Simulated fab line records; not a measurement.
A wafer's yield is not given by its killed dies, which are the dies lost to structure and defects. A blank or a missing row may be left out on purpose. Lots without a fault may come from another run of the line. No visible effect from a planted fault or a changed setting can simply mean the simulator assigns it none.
fab line records ; flow nand-harc
record lots=5; wafers=15; last-day=24
route steps=1159 shown A_CHANNEL_HOLE_D1@471
lots that met no fault: from a run of the same line without faults
start-h: hours from the record's opening day to when the first of the lot's shown wafers began ; wait-h: hours from the lot's prior step to this one ; " repeats the value in the row above ; L1.1+2: a single row standing in for several wafers ; - either no value or no given start ; * or withheld: withheld ; < > ~ a bound
route shown NAME@n: names a module that has steps shown in the file, with the first one's number in the route ; usual: average and standard deviation across the fault-free wafers ; same: alike in all rows ; chamber/n: place in a boat ; sites: readings site by site ; _std_site: standard deviation of those values ; _edge_site: mean of outer sites minus mean of inner sites ; radius-mm: how far each site lies from the wafer's centre ; mask NAME#n: copy n ; behind: the most recent tool/chamber to have shaped the wafer ; hold: why the lot was held/for how many hours/how that ended ; device: names the non-switching transistor (n, p or np) ; end of line: the tests these same wafers got at the end of their route ; step lacking rows: just its recipe ; killed: dies that structure and defects cost at the first sort, which is not the same as the wafer's yield ; map: a wafer's dies, x killed, . not, _ none there
set.NAME: the setting as run; set.NAME@STEP: as run at that earlier step ; model.NAME: the simulator's own value behind a step, which no gauge read
certain route steps with their lots: each step a table, each wafer a row
services: a tool's chamber out of use, with start hour (start-h, from the record's first day; less than 0 if before it), hours out, and reason
## steps
# step NHARC_A_CHANNEL_HOLE_D1_ETCH_19
# recipe bias-v=1200; source-w=2500; pressure-mtorr=15; time-s=34.5; ar-flow-sccm=375; c4f8-flow-sccm=28.8; o2-flow-sccm=96.2; temp-c=-20; target-depth-a=*; chemistry=C4F8/O2/Ar
# usual drypump-motor-current-A=6.0/0.38; showerhead-plenum-p-Torr=3.88/0.048; throttle-valve-pct=37.037/0.0098
lot.wafer;tool;chamber;start-h;wait-h;drypump-motor-current-A;rf-hours-counter-h;showerhead-plenum-p-Torr;throttle-valve-pct
L074.2;har-etch-02;0;174.53;0.1;5.4;97;3.93;37.044
L074.3;har-etch-02;0;174.53;0.1;5.5;-;3.93;37.031
L074.6;har-etch-02;1;174.53;0.1;6.2;-;3.93;37.015
L077.2;har-etch-02;1;189.04;0.1;6.2;103;3.92;37.040
L077.1;har-etch-02;0;189.04;0.1;5.5;103;3.92;37.026
L077.5;har-etch-02;1;189.04;0.1;6.2;-;3.92;37.042
L087.2;har-etch-02;1;253.83;0.1;6.2;129;3.91;37.058
L087.3;har-etch-02;0;253.83;0.1;5.5;-;3.91;37.047
L087.6;har-etch-02;1;253.83;0.1;6.2;-;3.91;37.039
L088.1;har-etch-01;0;261.09;0.5;6.5;228;3.78;37.039
L088.2;har-etch-01;1;261.09;0.5;6.2;228;3.85;37.039
L088.6;har-etch-01;0;261.09;0.5;6.5;-;3.78;37.044
L095.1;har-etch-01;1;300.16;0.1;6.2;245;3.84;37.048
L095.3;har-etch-01;0;300.16;0.1;6.5;-;3.77;37.045
L095.4;har-etch-01;1;300.16;0.1;6.2;-;3.84;37.036
# step NHARC_A_CHANNEL_HOLE_D1_ETCH_20
# recipe bias-v=3000; source-w=withheld; pressure-mtorr=20; time-s=361.9; ar-flow-sccm=375; c4f8-flow-sccm=89.3; o2-flow-sccm=35.7; temp-c=-20; target-depth-a=16000; chemistry=C4F8/O2/Ar
# usual drypump-motor-current-A=6.0/0.39; showerhead-plenum-p-Torr=3.83/0.046; throttle-valve-pct=32.156/0.0099
lot.wafer;tool;chamber;start-h;wait-h;drypump-motor-current-A;rf-hours-counter-h;showerhead-plenum-p-Torr;throttle-valve-pct
L074.2;har-etch-02;0;174.68;0.1;5.5;97;3.88;32.177
L074.3;har-etch-02;0;174.68;0.1;5.5;-;3.88;32.154
L074.6;har-etch-02;1;174.68;0.1;6.2;-;3.88;32.159
L077.2;har-etch-02;1;189.15;0.1;6.2;103;3.87;32.149
L077.1;har-etch-02;0;189.15;0.1;5.5;103;3.87;32.157
L077.5;har-etch-02;1;189.15;0.1;6.2;-;3.87;32.158
L087.2;har-etch-02;1;253.97;0.1;6.2;129;3.86;32.159
L087.3;har-etch-02;0;253.97;0.1;5.4;-;3.86;32.177
L087.6;har-etch-02;1;253.97;0.1;6.2;-;3.86;32.167
L088.1;har-etch-01;0;261.20;0.1;6.5;228;3.74;32.160
L088.2;har-etch-01;1;261.20;0.1;6.2;228;3.80;32.140
L088.6;har-etch-01;0;261.20;0.1;6.5;-;3.74;32.173
L095.1;har-etch-01;1;300.30;0.1;6.2;245;3.79;32.150
L095.3;har-etch-01;0;300.30;0.1;6.5;-;3.73;32.141
L095.4;har-etch-01;1;300.30;0.1;6.2;-;3.79;32.159
# step NHARC_A_CHANNEL_HOLE_D1_ETCH_21
# recipe bias-v=3000; source-w=withheld; pressure-mtorr=20; time-s=514.3; ar-flow-sccm=375; c4f8-flow-sccm=89.3; o2-flow-sccm=35.7; temp-c=-20; target-depth-a=16000; chemistry=C4F8/O2/Ar
# usual drypump-motor-current-A=6.0/0.38; showerhead-plenum-p-Torr=3.83/0.046; throttle-valve-pct=32.156/0.0093
lot.wafer;tool;chamber;start-h;wait-h;drypump-motor-current-A;rf-hours-counter-h;showerhead-plenum-p-Torr;throttle-valve-pct
L074.2;har-etch-02;0;175.01;0.3;5.5;98;3.88;32.177
L074.3;har-etch-02;0;175.01;0.3;5.5;-;3.88;32.134
L074.6;har-etch-02;1;175.01;0.3;6.2;-;3.88;32.166
L077.2;har-etch-02;1;189.47;0.3;6.2;103;3.87;32.150
L077.1;har-etch-02;0;189.47;0.3;5.5;103;3.87;32.153
L077.5;har-etch-02;1;189.47;0.3;6.2;-;3.87;32.156
L087.2;har-etch-02;1;254.31;0.3;6.2;130;3.86;32.152
L087.3;har-etch-02;0;254.31;0.3;5.5;-;3.86;32.144
L087.6;har-etch-02;1;254.31;0.3;6.2;-;3.86;32.152
L088.1;har-etch-01;0;261.51;0.3;6.5;228;3.74;32.165
L088.2;har-etch-01;1;261.51;0.3;6.2;228;3.80;32.149
L088.6;har-etch-01;0;261.51;0.3;6.5;-;3.74;32.147
L095.1;har-etch-01;1;300.63;0.3;6.2;246;3.79;32.170
L095.3;har-etch-01;0;300.63;0.3;6.5;-;3.73;32.143
L095.4;har-etch-01;1;300.63;0.3;6.2;-;3.79;32.166
# step NHARC_A_CHANNEL_HOLE_D1_ETCH_22
# recipe bias-v=3000; source-w=withheld; pressure-mtorr=20; time-s=666.7; ar-flow-sccm=375; c4f8-flow-sccm=89.3; o2-flow-sccm=35.7; temp-c=-20; target-depth-a=16000; chemistry=C4F8/O2/Ar
# usual drypump-motor-current-A=6.0/0.39; showerhead-plenum-p-Torr=3.83/0.046; throttle-valve-pct=32.155/0.0092
lot.wafer;tool;chamber;start-h;wait-h;drypump-motor-current-A;rf-hours-counter-h;showerhead-plenum-p-Torr;throttle-valve-pct
L074.2;har-etch-02;0;175.48;0.4;5.5;98;3.88;32.140
L074.3;har-etch-02;0;175.48;0.4;5.5;-;3.88;32.136
L074.6;har-etch-02;1;175.48;0.4;6.2;-;3.88;32.170
L077.2;har-etch-02;1;189.91;0.4;6.2;104;3.87;32.140
L077.1;har-etch-02;0;189.91;0.4;5.5;104;3.87;32.150
L077.5;har-etch-02;1;189.91;0.4;6.2;-;3.87;32.154
L087.2;har-etch-02;1;254.77;0.4;6.2;130;3.86;32.150
L087.3;har-etch-02;0;254.77;0.4;5.4;-;3.86;32.152
L087.6;har-etch-02;1;254.77;0.4;6.2;-;3.86;32.150
L088.1;har-etch-01;0;261.96;0.4;6.5;228;3.74;32.169
L088.2;har-etch-01;1;261.96;0.4;6.3;228;3.80;32.165
L088.6;har-etch-01;0;261.96;0.4;6.5;-;3.74;32.164
L095.1;har-etch-01;1;301.10;0.4;6.2;246;3.79;32.147
L095.3;har-etch-01;0;301.10;0.4;6.5;-;3.73;32.176
L095.4;har-etch-01;1;301.10;0.4;6.2;-;3.79;32.150
# step NHARC_A_CHANNEL_HOLE_D1_ETCH_23
# recipe bias-v=5000; source-w=withheld; pressure-mtorr=20; time-s=819; ar-flow-sccm=375; c4f8-flow-sccm=89.3; o2-flow-sccm=35.7; temp-c=-20; target-depth-a=16000; chemistry=C4F8/O2/Ar
# usual drypump-motor-current-A=6.0/0.39; showerhead-plenum-p-Torr=3.83/0.046; throttle-valve-pct=32.157/0.0087
lot.wafer;tool;chamber;start-h;wait-h;drypump-motor-current-A;rf-hours-counter-h;showerhead-plenum-p-Torr;throttle-valve-pct
L074.2;har-etch-02;0;176.07;0.5;5.5;99;3.88;32.145
L074.3;har-etch-02;0;176.07;0.5;5.5;-;3.88;32.158
L074.6;har-etch-02;1;176.07;0.5;6.2;-;3.88;32.154
L077.2;har-etch-02;1;190.48;0.5;6.2;104;3.87;32.155
L077.1;har-etch-02;0;190.48;0.5;5.5;104;3.87;32.155
L077.5;har-etch-02;1;190.48;0.5;6.2;-;3.87;32.156
L087.2;har-etch-02;1;255.37;0.5;6.2;131;3.86;32.154
L087.3;har-etch-02;0;255.37;0.5;5.5;-;3.86;32.154
L087.6;har-etch-02;1;255.37;0.5;6.2;-;3.86;32.165
L088.1;har-etch-01;0;262.52;0.5;6.5;229;3.74;32.164
L088.2;har-etch-01;1;262.52;0.5;6.2;229;3.80;32.151
L088.6;har-etch-01;0;262.52;0.5;6.5;-;3.74;32.161
L095.1;har-etch-01;1;301.69;0.5;6.2;247;3.79;32.167
L095.3;har-etch-01;0;301.69;0.5;6.5;-;3.73;32.154
L095.4;har-etch-01;1;301.69;0.5;6.2;-;3.79;32.154
# step NHARC_A_CHANNEL_HOLE_D1_ETCH_24
# recipe bias-v=5000; source-w=withheld; pressure-mtorr=20; time-s=906.2; ar-flow-sccm=375; c4f8-flow-sccm=93.8; o2-flow-sccm=31.2; temp-c=-20; target-depth-a=15000; chemistry=C4F8/O2/Ar
# usual drypump-motor-current-A=6.0/0.38; showerhead-plenum-p-Torr=3.82/0.046; throttle-valve-pct=32.235/0.0091
lot.wafer;tool;chamber;start-h;wait-h;drypump-motor-current-A;rf-hours-counter-h;showerhead-plenum-p-Torr;throttle-valve-pct
L074.2;har-etch-02;0;176.79;0.6;5.5;100;3.87;32.232
L074.3;har-etch-02;0;176.79;0.6;5.5;-;3.87;32.227
L074.6;har-etch-02;1;176.79;0.6;6.2;-;3.87;32.245
L077.2;har-etch-02;1;191.18;0.6;6.2;105;3.87;32.236
L077.1;har-etch-02;0;191.18;0.6;5.5;105;3.87;32.225
L077.5;har-etch-02;1;191.18;0.6;6.2;-;3.87;32.221
L087.2;har-etch-02;1;256.08;0.6;6.2;131;3.85;32.231
L087.3;har-etch-02;0;256.08;0.6;5.6;-;3.85;32.234
L087.6;har-etch-02;1;256.08;0.6;6.2;-;3.85;32.237
L088.1;har-etch-01;0;263.22;0.6;6.5;230;3.73;32.221
L088.2;har-etch-01;1;263.22;0.6;6.2;230;3.80;32.223
L088.6;har-etch-01;0;263.22;0.6;6.5;-;3.73;32.223
L095.1;har-etch-01;1;302.40;0.6;6.2;247;3.79;32.237
L095.3;har-etch-01;0;302.40;0.6;6.5;-;3.72;32.255
L095.4;har-etch-01;1;302.40;0.6;6.2;-;3.79;32.245
# step NHARC_A_CHANNEL_HOLE_D1_ETCH_25
# recipe bias-v=5000; source-w=withheld; pressure-mtorr=20; time-s=1040.2; ar-flow-sccm=375; c4f8-flow-sccm=93.8; o2-flow-sccm=31.2; temp-c=-20; target-depth-a=15000; chemistry=C4F8/O2/Ar
# usual drypump-motor-current-A=6.0/0.39; showerhead-plenum-p-Torr=3.82/0.046; throttle-valve-pct=32.236/0.0089
lot.wafer;tool;chamber;start-h;wait-h;drypump-motor-current-A;rf-hours-counter-h;showerhead-plenum-p-Torr;throttle-valve-pct
L074.2;har-etch-02;0;177.58;0.7;5.5;100;3.87;32.237
L074.3;har-etch-02;0;177.58;0.7;5.5;-;3.87;32.235
L074.6;har-etch-02;1;177.58;0.7;6.2;-;3.87;32.229
L077.2;har-etch-02;1;191.96;0.6;6.2;106;3.87;32.243
L077.1;har-etch-02;0;191.96;0.6;5.5;106;3.87;32.242
L077.5;har-etch-02;1;191.96;0.6;6.2;-;3.87;32.242
L087.2;har-etch-02;1;256.86;0.7;6.2;132;3.85;32.228
L087.3;har-etch-02;0;256.86;0.7;5.5;-;3.85;32.223
L087.6;har-etch-02;1;256.86;0.7;6.1;-;3.85;32.238
L088.1;har-etch-01;0;263.99;0.6;6.5;230;3.73;32.243
L088.2;har-etch-01;1;263.99;0.6;6.2;230;3.80;32.232
L088.6;har-etch-01;0;263.99;0.6;6.5;-;3.73;32.242
L095.1;har-etch-01;1;303.20;0.7;6.2;248;3.79;32.236
L095.3;har-etch-01;0;303.20;0.7;6.5;-;3.72;32.247
L095.4;har-etch-01;1;303.20;0.7;6.2;-;3.79;32.235
# step NHARC_A_CHANNEL_HOLE_D1_ETCH_26
# recipe bias-v=300; source-w=2000; pressure-mtorr=30; time-s=224.1; ar-flow-sccm=375; c4f8-flow-sccm=11.4; o2-flow-sccm=113.6; temp-c=-20; target-depth-a=3000; chemistry=C4F8/O2/Ar
# usual drypump-motor-current-A=6.0/0.39; showerhead-plenum-p-Torr=3.88/0.049; throttle-valve-pct=24.585/0.01
lot.wafer;tool;chamber;start-h;wait-h;drypump-motor-current-A;rf-hours-counter-h;showerhead-plenum-p-Torr;throttle-valve-pct
L074.2;har-etch-02;0;178.35;0.6;5.5;101;3.93;24.590
L074.3;har-etch-02;0;178.35;0.6;5.5;-;3.93;24.576
L074.6;har-etch-02;1;178.35;0.6;6.2;-;3.93;24.571
L077.2;har-etch-02;1;192.84;0.7;6.2;106;3.93;24.561
L077.1;har-etch-02;0;192.84;0.7;5.5;106;3.93;24.586
L077.5;har-etch-02;1;192.84;0.7;6.2;-;3.93;24.569
L087.2;har-etch-02;1;257.62;0.6;6.2;133;3.91;24.591
L087.3;har-etch-02;0;257.62;0.6;5.5;-;3.91;24.576
L087.6;har-etch-02;1;257.62;0.6;6.2;-;3.91;24.575
L088.1;har-etch-01;0;264.86;0.7;6.5;231;3.79;24.581
L088.2;har-etch-01;1;264.86;0.7;6.2;231;3.85;24.594
L088.6;har-etch-01;0;264.86;0.7;6.5;-;3.79;24.580
L095.1;har-etch-01;1;303.96;0.6;6.2;249;3.84;24.594
L095.3;har-etch-01;0;303.96;0.6;6.5;-;3.78;24.593
L095.4;har-etch-01;1;303.96;0.6;6.2;-;3.84;24.599
# step NHARC_A_CHANNEL_HOLE_D1_ETCH_33
# recipe bias-v=400; source-w=2000; pressure-mtorr=25; time-s=90; ar-flow-sccm=375; c4f8-flow-sccm=41.7; o2-flow-sccm=83.3; temp-c=-20; target-depth-a=4000; chemistry=C4F8/O2/Ar
# usual drypump-motor-current-A=6.0/0.39; showerhead-plenum-p-Torr=3.87/0.048; throttle-valve-pct=27.620/0.0083
lot.wafer;tool;chamber;start-h;wait-h;drypump-motor-current-A;rf-hours-counter-h;showerhead-plenum-p-Torr;throttle-valve-pct
L074.2;har-etch-02;0;178.55;0.2;5.5;101;3.92;27.628
L074.3;har-etch-02;0;178.55;0.2;5.5;-;3.92;27.630
L074.6;har-etch-02;1;178.55;0.2;6.2;-;3.92;27.612
L077.2;har-etch-02;1;193.04;0.2;6.2;107;3.92;27.617
L077.1;har-etch-02;0;193.04;0.2;5.5;107;3.92;27.615
L077.5;har-etch-02;1;193.04;0.2;6.2;-;3.92;27.615
L087.2;har-etch-02;1;257.82;0.2;6.2;133;3.90;27.618
L087.3;har-etch-02;0;257.82;0.2;5.5;-;3.90;27.615
L087.6;har-etch-02;1;257.82;0.2;6.2;-;3.90;27.616
L088.1;har-etch-01;0;265.06;0.2;6.5;231;3.78;27.618
L088.2;har-etch-01;1;265.06;0.2;6.2;231;3.85;27.628
L088.6;har-etch-01;0;265.06;0.2;6.5;-;3.78;27.620
L095.1;har-etch-01;1;304.16;0.2;6.3;249;3.84;27.625
L095.3;har-etch-01;0;304.16;0.2;6.5;-;3.77;27.618
L095.4;har-etch-01;1;304.16;0.2;6.3;-;3.84;27.610
# step NHARC_A_CHANNEL_HOLE_D1_STRIP_41
# recipe n2-flow-sccm=150; h2-flow-sccm=150; ar-flow-sccm=0; bias-w=0; chemistry=N2/H2
lot.wafer;tool;chamber;start-h;wait-h
L074.2+3+6;rie-diel-03;3,0,3;179.04;0.5
L077.1+2+5;rie-diel-03;0,3,0;193.56;0.5
L087.2+3+6;rie-diel-03;0,1,3;258.34;0.5
L088.2+1+6;rie-diel-11;3,1,3;265.60;0.5
L095.1+3+4;rie-diel-03;1,3,0;304.66;0.5
# step NHARC_A_CHANNEL_HOLE_D1_STRIP_42
# recipe cf4-flow-sccm=100; chf3-flow-sccm=30; ar-flow-sccm=0; bias-w=0; chemistry=CF4/CHF3
lot.wafer;tool;chamber;start-h;wait-h
L074.2+3+6;rie-diel-03;0,1,0;179.14;0.1
L077.1+2+5;rie-diel-03;1,0,2;193.66;0.1
L087.2+3+6;rie-diel-03;1,3,1;258.42;0.1
L088.2+1+6;rie-diel-11;0,1,2;265.69;0.1
L095.4+1+3;rie-diel-03;0,1,2;304.75;0.1
# step NHARC_A_CHANNEL_HOLE_D1_STRIP_43
# recipe o2-flow-sccm=400; cos-flow-sccm=20; ar-flow-sccm=0; bias-w=0; chemistry=O2/COS
lot.wafer;tool;chamber;start-h;wait-h
L074.2+3+6;rie-diel-03;0,3,0;179.20;0.1
L077.2+1+5;rie-diel-03;2,0,2;193.72;0.0
L087.2+3+6;rie-diel-03;2,0,2;258.49;0.1
L088.1+2+6;rie-diel-11;0,1,1;265.75;0.0
L095.4+3+1;rie-diel-03;2,3,0;304.82;0.1
# step NHARC_A_CHANNEL_HOLE_D1_ETCH_44
# recipe target-depth-a=1400; overetch-a=140; time-s=77; ion-energy-ev=100; cf4-flow-sccm=80; o2-flow-sccm=20; ar-flow-sccm=0; rf-w=300; bias-w=100; chemistry=CF4/O2
# usual drypump-motor-current-A=5.98/0.22; oes-product-au=0.999/0.0082; rf-vpp-V=198.2/1.2; showerhead-plenum-p-Torr=1.35/0.052; throttle-valve-pct=13.397/0.009
lot.wafer;tool;chamber;start-h;wait-h;drypump-motor-current-A;oes-product-au;rf-hours-counter-h;rf-vpp-V;showerhead-plenum-p-Torr;throttle-valve-pct
L074.2;rie-diel-03;1;179.26;0.1;6.14;1.010;7.5;197.9;1.36;13.407
L074.3;rie-diel-03;2;179.26;0.1;6.10;1.007;7.6;197.6;1.37;13.387
L074.6;rie-diel-03;1;179.26;0.1;6.14;1.009;-;200.0;1.36;13.395
L077.2;rie-diel-03;0;193.78;0.1;5.68;1.001;8.1;197.7;1.33;13.398
L077.1;rie-diel-03;2;193.78;0.1;5.99;1.009;7.9;198.9;1.37;13.385
L077.5;rie-diel-03;0;193.78;0.1;5.68;0.994;-;197.7;1.33;13.391
L087.2;rie-diel-03;3;258.55;0.1;6.03;1.005;2.0;198.9;1.43;13.391
L087.3;rie-diel-03;2;258.55;0.1;6.04;1.009;2.3;197.3;1.37;13.417
L087.6;rie-diel-03;0;258.55;0.1;5.67;0.995;-;198.0;1.33;13.397
L088.2;rie-diel-11;2;265.81;0.1;5.89;0.997;4.1;198.8;1.41;13.379
L088.1;rie-diel-11;0;265.81;0.1;6.08;1.001;6.5;197.2;1.32;13.388
L088.6;rie-diel-11;3;265.81;0.1;6.03;0.998;-;199.5;1.38;13.404
L095.1;rie-diel-03;0;304.87;0.0;5.68;0.993;3.4;198.2;1.33;13.396
L095.3;rie-diel-03;1;304.87;0.0;6.14;1.002;4.7;198.8;1.36;13.402
L095.4;rie-diel-03;3;304.87;0.0;6.05;0.999;4.7;201.2;1.43;13.406
## services
tool;chamber;start-h;hours;kind
rie-diel-03;0;169.80;-;clean
rie-diel-03;1;169.80;-;clean
rie-diel-03;2;169.80;-;clean
rie-diel-03;3;169.80;-;clean
rie-diel-11;2;177.64;3.7;repair
rie-diel-11;0;180.25;10.0;repair
rie-diel-11;-;180.76;0.7;repair
rie-diel-11;-;189.59;9.0;pm
rie-diel-03;0;194.33;-;clean
rie-diel-03;1;194.33;-;clean
rie-diel-03;2;194.33;-;clean
rie-diel-03;3;194.33;-;clean
rie-diel-11;3;199.41;2.0;repair
rie-diel-03;-;215.30;9.0;pm
rie-diel-03;0;215.30;9.0;vent-cycle
rie-diel-03;1;215.30;9.0;vent-cycle
rie-diel-03;2;215.30;9.0;vent-cycle
rie-diel-03;3;215.30;9.0;vent-cycle
rie-diel-03;0;224.30;-;clean
rie-diel-11;-;226.43;1.0;repair
rie-diel-11;3;228.86;19.9;repair
rie-diel-03;0;230.80;11.2;repair
rie-diel-11;2;244.38;20.7;repair
rie-diel-11;2;269.12;8.3;repair
## key
fault none
